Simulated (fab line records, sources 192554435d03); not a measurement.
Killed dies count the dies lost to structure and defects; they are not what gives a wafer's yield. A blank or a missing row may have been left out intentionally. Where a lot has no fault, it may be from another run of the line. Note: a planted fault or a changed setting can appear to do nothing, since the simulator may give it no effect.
Split-lot trial / flow n5-finfet / 7 lots, 21 wafers read, on a route of 1938 steps

ABOUT THE SPLIT
At N5_MOL_CONTACT_COAG_CMP_23 (polishes, stops on SiO2, t overpolish 1.5 s, target thk 0 nm), the setting down-force-psi was moved away from the recipe's 2 psi on 5 of the 21 wafers read, by -12.7% to +15.4%. This setting was run at the recipe's value on the other wafers.

FROM THE SPLIT TO THE READING: what the file shows between them, 5 steps
- N5_MOL_CONTACT_COAG_ALD_131: deposits SiO2, target thk 5 nm, pulse time 1 s, co reactant pulse time 1 s (also split here: ald-cycles)
- N5_MOL_CONTACT_COAG_ETCHBACK_135: etches SiO2 in CHF3, target depth 25 nm, time 16.7 s (also split here: time-s)
- N5_MOL_CONTACT_COAG_STRIP_118: strips in CHF3
- N5_MOL_CONTACT_COAG_VIA_ETCH_46: etches SiO2 in C4F6/O2, target depth 46 nm, overetch 9.2 nm, time 40 s
- N5_MOL_CONTACT_COAG_STRIP_96: strips in N2/H2

THE READING
etch.depth-nm (the simulator's own value, which no gauge read), in nm, at N5_MOL_CONTACT_COAG_ETCH_47 (etches SiNx in CH3F/O2, stops on W, target depth 27 nm). The file gives no usual value for it. The 16 wafers here that ran the recipe average 17.88 nm, standard deviation 0.083 nm.

wafer=L077.1; tool, chamber at the split=cmp-02, 1; down-force-psi as run, psi=1.799; against the recipe=-10.1%; etch.depth-nm, nm=18.14; against lot-mates on the recipe=+0.34
wafer=L077.2; tool, chamber at the split=cmp-02, 3,0; down-force-psi as run, psi=2; against the recipe=recipe; etch.depth-nm, nm=17.84; against lot-mates on the recipe=-
wafer=L077.4; tool, chamber at the split=cmp-02, 3,0; down-force-psi as run, psi=2; against the recipe=recipe; etch.depth-nm, nm=17.76; against lot-mates on the recipe=-
wafer=L079.2; tool, chamber at the split=cmp-01, 1,3,2; down-force-psi as run, psi=2; against the recipe=recipe; etch.depth-nm, nm=17.89; against lot-mates on the recipe=-
wafer=L079.4; tool, chamber at the split=cmp-01, 1,3,2; down-force-psi as run, psi=2; against the recipe=recipe; etch.depth-nm, nm=17.88; against lot-mates on the recipe=-
wafer=L079.6; tool, chamber at the split=cmp-01, 1,3,2; down-force-psi as run, psi=2; against the recipe=recipe; etch.depth-nm, nm=17.75; against lot-mates on the recipe=-
wafer=L081.2; tool, chamber at the split=cmp-02, 0; down-force-psi as run, psi=2; against the recipe=recipe; etch.depth-nm, nm=18.03; against lot-mates on the recipe=-
wafer=L081.4; tool, chamber at the split=cmp-02, 1,3; down-force-psi as run, psi=1.745; against the recipe=-12.7%; etch.depth-nm, nm=18.28; against lot-mates on the recipe=+0.25
wafer=L081.5; tool, chamber at the split=cmp-02, 1,3; down-force-psi as run, psi=1.745; against the recipe=-12.7%; etch.depth-nm, nm=18.23; against lot-mates on the recipe=+0.20
wafer=L083.2; tool, chamber at the split=cmp-02, 0,2,3; down-force-psi as run, psi=2; against the recipe=recipe; etch.depth-nm, nm=17.78; against lot-mates on the recipe=-
wafer=L083.5; tool, chamber at the split=cmp-02, 0,2,3; down-force-psi as run, psi=2; against the recipe=recipe; etch.depth-nm, nm=17.9; against lot-mates on the recipe=-
wafer=L083.6; tool, chamber at the split=cmp-02, 0,2,3; down-force-psi as run, psi=2; against the recipe=recipe; etch.depth-nm, nm=17.86; against lot-mates on the recipe=-
wafer=L090.1; tool, chamber at the split=cmp-02, 3; down-force-psi as run, psi=2; against the recipe=recipe; etch.depth-nm, nm=17.99; against lot-mates on the recipe=-
wafer=L090.3; tool, chamber at the split=cmp-02, 1,2; down-force-psi as run, psi=2.308; against the recipe=+15.4%; etch.depth-nm, nm=17.63; against lot-mates on the recipe=-0.36
wafer=L090.4; tool, chamber at the split=cmp-02, 1,2; down-force-psi as run, psi=2.308; against the recipe=+15.4%; etch.depth-nm, nm=17.69; against lot-mates on the recipe=-0.30
wafer=L091.2; tool, chamber at the split=cmp-03, 1,3,1; down-force-psi as run, psi=2; against the recipe=recipe; etch.depth-nm, nm=17.83; against lot-mates on the recipe=-
wafer=L091.4; tool, chamber at the split=cmp-03, 1,3,1; down-force-psi as run, psi=2; against the recipe=recipe; etch.depth-nm, nm=17.89; against lot-mates on the recipe=-
wafer=L091.6; tool, chamber at the split=cmp-03, 1,3,1; down-force-psi as run, psi=2; against the recipe=recipe; etch.depth-nm, nm=17.81; against lot-mates on the recipe=-
wafer=L092.1; tool, chamber at the split=cmp-03, 3,3,0; down-force-psi as run, psi=2; against the recipe=recipe; etch.depth-nm, nm=18.03; against lot-mates on the recipe=-
wafer=L092.5; tool, chamber at the split=cmp-03, 3,3,0; down-force-psi as run, psi=2; against the recipe=recipe; etch.depth-nm, nm=17.92; against lot-mates on the recipe=-
wafer=L092.6; tool, chamber at the split=cmp-03, 3,3,0; down-force-psi as run, psi=2; against the recipe=recipe; etch.depth-nm, nm=17.87; against lot-mates on the recipe=-
If several chambers appear in one row, that row covers several wafers at once and the file leaves open which wafer was in which chamber.

THE FIT
A straight line over all 21 wafers: etch.depth-nm changes by -0.0209 nm for each +1% of down-force-psi; r = -0.85; the points scatter about the line by 0.089 nm.
The same after taking each lot's own level away (the mean of its wafers on the recipe; 21 wafers): -0.0214 nm for each +1%; r = -0.93; scatter 0.058 nm.
The reading moves by 0.33 nm for the largest change in down-force-psi, on that fit.
Across the lots, their own levels run from 17.800 to 18.030 nm, a range of 2.8 times the standard deviation given above.
The two slopes are in agreement: the lot-to-lot level therefore moves the slope only a little.
Check: for one of the wafers moved furthest among these (+15.4%), held out of the fit, the line's prediction against its lot-mates is -0.314 nm. It came out at -0.36 nm against them.

FURTHER SPLITS ON THESE WAFERS
Other splits were also applied to these wafers ahead of the reading. Each is held against what the fit with the lots' levels taken away leaves over:
other split on the same wafers=N5_SD_EPI_N_EPI_21 temp-c; wafers away from the commonest value=6; r with etch.depth-nm (lot level and that fit taken away)=+0.03
other split on the same wafers=N5_ILD0_CMP_12 down-force-psi; wafers away from the commonest value=5; r with etch.depth-nm (lot level and that fit taken away)=+0.16
other split on the same wafers=N5_HKMG_FIN_ETCH_54 source-w; wafers away from the commonest value=5; r with etch.depth-nm (lot level and that fit taken away)=-0.23
other split on the same wafers=N5_GATE_CUT_ETCH_58 time-s; wafers away from the commonest value=8; r with etch.depth-nm (lot level and that fit taken away)=+0.10
other split on the same wafers=N5_MOL_CONTACT_COAG_ALD_131 ald-cycles; wafers away from the commonest value=5; r with etch.depth-nm (lot level and that fit taken away)=+0.15
other split on the same wafers=N5_MOL_CONTACT_COAG_ETCHBACK_135 time-s; wafers away from the commonest value=8; r with etch.depth-nm (lot level and that fit taken away)=-0.06

THE FILE'S OWN FIT
etch.depth-nm changes by -0.0225 nm for each +1% of down-force-psi, r = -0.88.
